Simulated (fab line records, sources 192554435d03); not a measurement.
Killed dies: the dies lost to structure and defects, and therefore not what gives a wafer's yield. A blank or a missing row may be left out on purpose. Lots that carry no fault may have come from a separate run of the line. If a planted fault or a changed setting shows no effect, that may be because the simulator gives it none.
fab line records | flow n5-finfet | part 1 of 2: steps 1 to 3 of 6
record: lots: 21 wafers: 63 last-day: 18
route steps=1938 shown FIN_SAQP@115 STI_FIN_REVEAL@191
lots with no fault: from the same line, run without faults
start-h: the number of hours between the record's first day and the start of the first shown wafer of the lot | wait-h: how many hours have passed since the lot's step before this one | " as in the row above | L1.1+2: a single row standing in for several wafers | - value missing, or start not given | * or withheld: withheld | < > ~ a bound
route shown NAME@n: a module of which the file shows steps, and the number in the route of the first | usual: mean/standard deviation taken from wafers without a fault | same: alike in all rows | chamber/n: place in a boat | sites: each site's reading | _std_site: how widely they spread, as a standard deviation | _edge_site: outer sites' mean less inner sites' | radius-mm: for every site, how far away it sits from the centre of the wafer | mask NAME#n: copy n | behind: the most recent tool/chamber to have shaped the wafer | hold: why the lot went on hold/how many hours it stayed there/how the hold came to an end | device: names the non-switching transistor (n, p or np) | end of line: the tests these same wafers got at the end of their route | step lacking rows: just its recipe | killed: dies lost to structure and defects at the first sort, not the wafer's yield | map: per-die view of a wafer (x killed, . not killed, _ where there is no die)
set.NAME: the run value of the setting; set.NAME@STEP: its run value at that earlier step | model.NAME: the simulator's own value behind a step, which no gauge read
a sample of lots followed through the steps of the route, with each step as a table and each wafer as a row
services: the hour from which a tool's chamber was out of use, counted from the record's first day as start-h (under 0 if before that day), plus the number of hours and why
== steps ==
step: N5_FIN_SAQP_ETCH_51
recipe: chemistry: CF4 target: SiARC target-depth-a: 455 mask-material: CAR-ArF time-s: 75.8 ion-energy-ev: 80 pressure-mtorr: 40 source-w: 545 bias-w: 36 Ar_flow_sccm: 100 cf4-flow-sccm: 100 ends: cleared
usual: drypump-motor-current-A: 5.5/0.36 etch-rf-on-time-s: 76.3/1.4 oes-product-au: 0.67/0.08 rf-vpp-V: 184.0/1.1 showerhead-plenum-p-Torr: 2.14/0.075 throttle-valve-pct: 15.60/0.18
columns lot.wafer tool chamber start-h wait-h drypump-motor-current-A etch-rf-on-time-s oes-product-au rf-hours-counter-h rf-vpp-V showerhead-plenum-p-Torr throttle-valve-pct
L074.1 rie-diel-05 2 21.66 0.0 5.9 76.3 0.64 138 185.4 2.24 15.48
L074.2 " 0 " " 4.9 75.2 0.76 21 184.6 2.18 15.16
L074.3 " 3 " " 5.7 79.3 0.60 214 183.9 2.03 15.81
L075.3 rie-diel-04 2 28.53 0.0 4.8 76.5 0.59 243 183.8 2.11 15.89
L075.4 " 1 " " 5.3 75.5 0.64 160 184.5 2.23 15.75
L075.6 " 3 " " 5.7 78.3 0.63 - 183.8 2.06 15.57
L076.3 rie-diel-04 0 35.11 0.0 5.9 76.8 0.62 139 184.2 2.07 15.73
L076.4 " 3 " " 5.6 77.5 0.63 138 183.3 2.06 15.56
L076.6 " 2 " " 4.8 76.3 0.59 - 183.9 2.11 15.88
L077.3 rie-diel-05 2 40.74 0.0 5.9 76.0 0.64 144 184.6 2.23 15.48
L077.4 " 3 " " 5.7 78.1 0.60 221 182.5 2.03 15.81
L077.6 " 2 " " 5.9 75.8 0.64 - 185.5 2.23 15.48
L078.2 rie-diel-02 2 46.45 0.0 5.9 74.1 0.65 158 185.4 2.22 15.73
L078.4 " 2 " " 5.9 74.3 0.65 - 186.7 2.22 15.73
L078.5 " 0 " " 5.7 77.6 0.63 - 182.4 2.06 15.59
L079.3 rie-diel-02 0 52.54 0.0 5.6 77.4 0.63 161 182.5 2.05 15.59
L079.4 " 1 " " 5.0 77.6 0.56 - 183.9 2.20 15.72
L079.6 " 0 " " 5.7 77.5 0.62 - 182.5 2.05 15.58
L081.1 rie-diel-04 2 65.62 0.0 4.8 75.6 0.86 0 184.5 2.11 15.37
L081.2 " 0 " " 5.9 76.7 0.63 154 184.5 2.06 15.75
L081.5 " 1 " " 5.3 76.4 0.62 - 184.2 2.22 15.81
L082.1 rie-diel-05 2 71.28 0.0 5.9 75.6 0.64 155 184.3 2.23 15.52
L082.4 " 1 " " 5.5 78.5 0.65 149 182.3 2.07 15.71
L082.5 " 1 " " 5.5 78.9 0.65 - 181.9 2.07 15.71
L083.1 rie-diel-02 0 78.67 0.0 5.7 77.9 0.62 167 184.4 2.05 15.60
L083.2 " 2 " " 5.9 75.1 0.64 166 185.7 2.22 15.75
L083.5 " 0 " " 5.7 78.7 0.62 - 182.8 2.05 15.60
L084.1 rie-diel-02 2 83.08 0.0 5.9 74.2 0.64 167 185.0 2.22 15.76
L084.5 " 0 " " 5.7 76.6 0.63 - 182.9 2.05 15.61
L084.6 " 3 " " 5.4 74.9 0.84 - 184.7 2.20 15.48
L086.1 rie-diel-02 1 94.45 0.0 5.0 75.8 0.80 5 184.4 2.20 15.26
L086.2 " 3 " " 5.4 75.4 0.81 10 183.9 2.20 15.47
L086.4 " 2 " " 5.9 74.0 0.64 170 184.2 2.22 15.75
L087.1 rie-diel-02 0 102.37 0.0 5.7 77.0 0.61 176 184.1 2.05 15.61
L087.2 " 1 " " 5.0 75.7 0.79 9 185.3 2.20 15.28
L087.6 " 3 " " 5.4 74.4 0.81 - 183.7 2.20 15.49
L088.2 rie-diel-05 1 106.93 0.0 5.5 78.3 0.63 163 183.6 2.07 15.72
L088.5 " 2 " " 5.9 75.5 0.63 - 185.6 2.22 15.54
L088.6 " 1 " " 5.5 78.1 0.64 - 182.6 2.07 15.72
L089.3 rie-diel-04 0 112.05 0.0 5.8 75.9 0.61 172 185.3 2.06 15.77
L089.4 " 3 " " 5.6 78.8 0.60 170 182.0 2.05 15.63
L089.5 " 3 " " 5.6 77.8 0.61 - 183.1 2.05 15.60
L091.1 rie-diel-02 3 124.12 0.0 5.4 75.7 0.79 19 184.2 2.20 15.51
L091.3 " 2 " " 5.9 75.3 0.63 180 184.6 2.22 15.78
L091.4 " 0 " " 5.7 78.4 0.61 182 184.2 2.05 15.63
L092.2 rie-diel-02 1 131.00 0.0 5.0 75.0 0.76 18 183.8 2.20 15.31
L092.5 " 3 " " 5.4 74.4 0.79 - 185.8 2.20 15.52
L092.6 " 2 " " 5.9 74.0 0.63 - 184.8 2.22 15.80
L093.1 rie-diel-02 0 135.72 0.0 5.6 77.9 0.61 185 182.0 2.05 15.62
L093.2 " 1 " " 5.0 76.6 0.76 19 185.1 2.20 15.32
L093.3 " 3 " " 5.4 75.8 0.79 22 184.4 2.20 15.51
L094.4 rie-diel-02 0 142.19 0.0 5.7 76.5 0.61 188 182.8 2.05 15.64
L094.5 " 0 " " 5.6 76.1 0.61 - 182.0 2.05 15.64
L094.6 " 3 " " 5.3 74.4 0.78 - 184.5 2.19 15.49
L095.2 rie-diel-02 2 147.99 0.0 5.9 74.2 0.63 187 185.7 2.21 15.79
L095.4 " 1 " " 5.0 75.7 0.76 22 184.2 2.19 15.32
L095.5 " 2 " " 5.9 74.6 0.62 - 185.1 2.21 15.79
L096.1 rie-diel-02 2 153.50 0.0 5.9 75.0 0.62 189 184.6 2.21 15.80
L096.2 " 3 " " 5.4 76.0 0.78 28 185.7 2.19 15.50
L096.4 " 1 " " 5.0 76.1 0.75 24 184.8 2.19 15.33
L097.4 rie-diel-04 3 159.80 0.0 5.6 77.5 0.60 186 182.4 2.04 15.65
L097.5 " 0 " " 5.9 77.1 0.60 - 182.0 2.05 15.80
L097.6 " 1 " " 5.3 75.8 0.61 - 185.7 2.21 15.85
step: N5_FIN_SAQP_SPACER1_ETCHBACK_25
recipe: chemistry: CHF3/O2 mode: anisotropic-etchback target: SiO2 target-depth-a: 244 time-s: 12.2 pressure-mtorr: 30 source-w: 650 bias-w: 170 Ar_flow_sccm: 200 CHF3_flow_sccm: 50 O2_flow_sccm: 5 ion-energy-ev: 200
usual: drypump-motor-current-A: 5.5/0.37 oes-product-au: 0.78/0.086 rf-vpp-V: 524/7.2 showerhead-plenum-p-Torr: 2.40/0.087 throttle-valve-pct: 18.88/0.21
columns lot.wafer tool chamber start-h wait-h drypump-motor-current-A oes-product-au rf-hours-counter-h rf-vpp-V showerhead-plenum-p-Torr throttle-valve-pct
L074.1 rie-diel-04 0 24.41 0.4 5.8 0.74 135 520 2.32 18.93
L074.2 " 3 " " 5.6 0.74 134 536 2.31 18.77
L074.3 " 1 " " 5.3 0.75 159 520 2.52 19.07
L075.3 rie-diel-04 2 30.79 0.4 4.8 0.69 244 532 2.37 19.14
L075.4 " 3 " " 5.6 0.73 136 537 2.31 18.76
L075.6 " 0 " " 5.9 0.74 - 519 2.31 18.95
L076.3 rie-diel-05 3 36.88 0.4 5.7 0.71 220 519 2.29 19.11
L076.4 " 0 " " 5.0 0.88 26 523 2.44 18.36
L076.6 " 0 " " 5.0 0.89 - 521 2.44 18.36
L077.3 rie-diel-04 3 42.74 0.4 5.6 0.74 141 537 2.31 18.76
L077.4 " 2 " " 4.8 0.69 248 533 2.37 19.13
L077.6 " 2 " " 4.8 0.69 - 531 2.37 19.13
L078.2 rie-diel-05 3 48.22 0.4 5.7 0.71 224 520 2.29 19.11
L078.4 " 1 " " 5.5 0.78 139 532 2.33 18.98
L078.5 " 3 " " 5.7 0.71 - 521 2.29 19.12
L079.3 rie-diel-02 2 54.32 0.4 5.9 0.74 161 513 2.50 19.00
L079.4 " 2 " " 5.9 0.74 - 512 2.50 19.00
L079.6 " 0 " " 5.6 0.74 - 531 2.32 18.88
L081.1 rie-diel-05 0 67.72 0.5 5.0 0.86 38 522 2.43 18.37
L081.2 " 1 " " 5.5 0.77 147 532 2.33 19.00
L081.5 " 1 " " 5.5 0.78 - 531 2.33 19.00
L082.1 rie-diel-04 0 73.79 0.6 5.9 0.72 158 517 2.31 18.97
L082.4 " 1 " " 5.3 0.73 182 520 2.51 19.10
L082.5 " 3 " " 5.6 0.73 - 537 2.30 18.80
L083.1 rie-diel-02 2 80.54 0.4 5.9 0.75 166 512 2.50 19.01
L083.2 " 0 " " 5.7 0.73 168 530 2.31 18.90
L083.5 " 2 " " 5.9 0.74 - 511 2.50 19.00
L084.1 rie-diel-04 3 86.21 0.5 5.7 0.72 162 537 2.30 18.80
L084.5 " 1 " " 5.3 0.73 - 519 2.50 19.13
L084.6 " 2 " " 4.8 0.94 - 532 2.37 18.72
L086.1 rie-diel-04 3 99.26 0.4 5.6 0.73 166 536 2.30 18.82
L086.2 " 1 " " 5.3 0.72 192 518 2.50 19.12
L086.4 " 0 " " 5.9 0.72 168 518 2.30 19.00
L087.1 rie-diel-05 0 105.96 0.4 5.0 0.84 53 522 2.43 18.39
L087.2 " 2 " " 5.9 0.74 167 527 2.50 18.74
L087.6 " 2 " " 5.9 0.74 - 527 2.50 18.75
L088.2 rie-diel-04 3 108.83 0.4 5.6 0.72 168 536 2.30 18.81
L088.5 " 2 " " 4.8 0.93 - 530 2.36 18.75
L088.6 " 1 " " 5.3 0.72 - 518 2.50 19.15
L089.3 rie-diel-05 3 113.86 0.4 5.7 0.69 249 519 2.28 19.16
L089.4 " 3 " " 5.7 0.68 - 520 2.28 19.14
L089.5 " 1 " " 5.5 0.75 - 531 2.32 19.02
L091.1 rie-diel-05 2 126.23 0.4 5.9 0.73 177 527 2.49 18.75
L091.3 " 1 " " 5.5 0.75 172 532 2.32 19.03
L091.4 " 2 " " 5.9 0.74 - 529 2.49 18.76
L092.2 rie-diel-02 3 133.14 0.4 5.4 0.92 22 520 2.45 18.67
L092.5 " 3 " " 5.4 0.94 - 521 2.45 18.71
L092.6 " 0 " " 5.7 0.73 - 529 2.31 18.91
L093.1 rie-diel-04 3 137.51 0.4 5.6 0.71 178 537 2.29 18.86
L093.2 " 2 " " 4.8 0.91 26 531 2.36 18.76
L093.3 " 0 " " 5.9 0.71 181 517 2.30 19.02
L094.4 rie-diel-02 2 144.04 0.4 5.9 0.73 186 511 2.49 19.03
L094.5 " 1 " " 5.0 0.89 - 516 2.47 18.63
L094.6 " 0 " " 5.6 0.71 - 529 2.31 18.92
L095.2 rie-diel-04 1 149.85 0.5 5.3 0.71 208 519 2.50 19.15
L095.4 " 2 " " 4.8 0.89 30 532 2.36 18.76
L095.5 " 1 " " 5.3 0.70 - 520 2.50 19.14
L096.1 rie-diel-05 0 155.29 0.4 4.9 0.81 73 521 2.42 18.42
L096.2 " 1 " " 5.5 0.74 183 531 2.32 19.07
L096.4 " 3 " " 5.7 0.90 9 529 2.56 18.76
L097.4 rie-diel-02 1 161.86 0.4 5.0 0.88 27 513 2.47 18.64
L097.5 " 2 " " 5.9 0.72 - 512 2.49 19.04
L097.6 " 3 " " 5.4 0.91 - 521 2.44 18.71
step: N5_FIN_SAQP_ETCH_65
recipe: chemistry: CF4 target: SiO2 target-depth-a: 40 ion-energy-ev: 350 time-s: 4.4 pressure-mtorr: 10 icp-w: 800 bias-w: 400 cf4-flow-sccm: 80
usual: drypump-motor-current-A: 6.0/0.42 he-backside-leak-sccm: 2.8/0.37 oes-product-au: 1.006/0.028 throttle-valve-pct: 21.79/0.22
columns lot.wafer tool chamber start-h wait-h drypump-motor-current-A he-backside-leak-sccm oes-product-au rf-hours-counter-h throttle-valve-pct
L074.1 rie-si-04 0 24.76 0.1 5.6 3.4 0.960 170 21.69
L074.2 " 1 " " 6.1 2.8 1.048 89 21.73
L074.3 " 2 " " 5.4 2.6 1.004 92 21.40
L075.3 rie-si-03 2 31.14 0.1 6.4 2.6 1.023 18 22.23
L075.4 " 1 " " 5.6 2.6 0.991 110 21.71
L075.6 " 1 " " 5.6 2.7 0.985 - 21.69
L076.3 rie-si-01 1 37.23 0.1 6.0 2.6 0.987 118 21.93
L076.4 " 0 " " 6.0 2.7 1.008 93 22.05
L076.6 " 0 " " 6.0 3.0 1.010 - 22.02
L077.3 rie-si-04 3 43.09 0.1 6.3 2.6 0.985 86 21.69
L077.4 " 2 " " 5.4 2.8 1.012 92 21.42
L077.6 " 2 " " 5.4 2.9 1.005 - 21.40
L078.2 rie-si-01 2 48.58 0.1 5.4 3.1 1.004 181 21.59
L078.4 " 1 " " 6.0 2.4 0.984 118 21.95
L078.5 " 3 " " 6.7 2.6 1.047 - 21.76
L079.3 rie-si-01 2 54.81 0.1 5.3 3.2 1.018 181 21.60
L079.4 " 1 " " 6.0 2.5 0.992 118 21.95
L079.6 " 1 " " 6.0 2.7 0.989 - 21.94
L081.1 rie-si-03 0 68.30 0.1 6.5 2.6 0.987 115 21.53
L081.2 " 2 " " 6.4 2.6 1.021 19 22.22
L081.5 " 2 " " 6.4 2.7 1.024 - 22.24
L082.1 rie-si-01 1 74.18 0.1 6.0 2.6 0.974 118 21.94
L082.4 " 3 " " 6.7 2.8 1.048 5 21.76
L082.5 " 0 " " 5.9 2.7 0.998 - 22.05
L083.1 rie-si-01 1 80.89 0.1 6.0 2.6 0.995 118 21.93
L083.2 " 0 " " 6.0 2.8 1.004 94 22.03
L083.5 " 2 " " 5.4 3.1 1.004 - 21.60
L084.1 rie-si-04 1 86.56 0.1 6.1 2.6 1.043 90 21.73
L084.5 " 0 " " 5.6 3.3 0.957 - 21.69
L084.6 " 1 " " 6.1 2.8 1.043 - 21.72
L086.1 rie-si-04 2 99.62 0.1 5.4 2.8 1.004 93 21.42
L086.2 " 1 " " 6.1 2.8 1.042 90 21.73
L086.4 " 0 " " 5.6 3.4 0.962 172 21.69
L087.1 rie-si-01 2 106.35 0.1 5.4 3.1 1.007 182 21.60
L087.2 " 3 " " 6.7 2.6 1.056 6 21.76
L087.6 " 3 " " 6.7 2.6 1.064 - 21.76
L088.2 rie-si-04 1 109.18 0.1 6.1 2.5 1.039 90 21.72
L088.5 " 3 " " 6.2 2.5 0.993 - 21.70
L088.6 " 2 " " 5.4 2.9 1.007 - 21.43
L089.3 rie-si-01 0 114.23 0.1 6.0 2.8 1.010 94 22.04
L089.4 " 1 " " 5.9 2.7 0.996 119 21.94
L089.5 " 1 " " 6.0 2.6 0.988 - 21.96
L091.1 rie-si-01 3 126.58 0.1 6.6 2.5 1.067 6 21.77
L091.3 " 1 " " 6.0 2.6 0.991 119 21.95
L091.4 " 0 " " 6.0 2.6 1.003 95 22.04
L092.2 rie-si-01 3 133.49 0.1 6.6 2.7 1.055 6 21.74
L092.5 " 1 " " 6.0 2.6 0.988 - 21.94
L092.6 " 0 " " 6.0 3.1 1.007 - 22.04
L093.1 rie-si-04 2 137.86 0.1 5.4 2.7 1.003 94 21.43
L093.2 " 1 " " 6.0 2.5 1.040 91 21.72
L093.3 " 3 " " 6.3 2.5 0.981 88 21.71
L094.4 rie-si-03 2 144.40 0.1 6.4 2.5 1.033 20 22.25
L094.5 " 0 " " 6.4 2.6 0.990 - 21.54
L094.6 " 1 " " 5.6 2.7 0.984 - 21.70
L095.2 rie-si-01 1 150.22 0.1 6.0 2.6 0.979 120 21.93
L095.4 " 0 " " 6.0 3.1 0.993 95 22.04
L095.5 " 1 " " 6.0 2.6 0.997 - 21.96
L096.1 rie-si-03 1 155.65 0.1 5.6 2.7 0.986 112 21.69
L096.2 " 0 " " 6.5 2.5 0.993 117 21.54
L096.4 " 2 " " 6.4 2.6 1.031 20 22.26
L097.4 rie-si-01 3 162.22 0.1 6.7 2.5 1.056 7 21.74
L097.5 " 3 " " 6.7 2.6 1.055 - 21.74
L097.6 " 2 " " 5.4 3.2 1.014 - 21.61
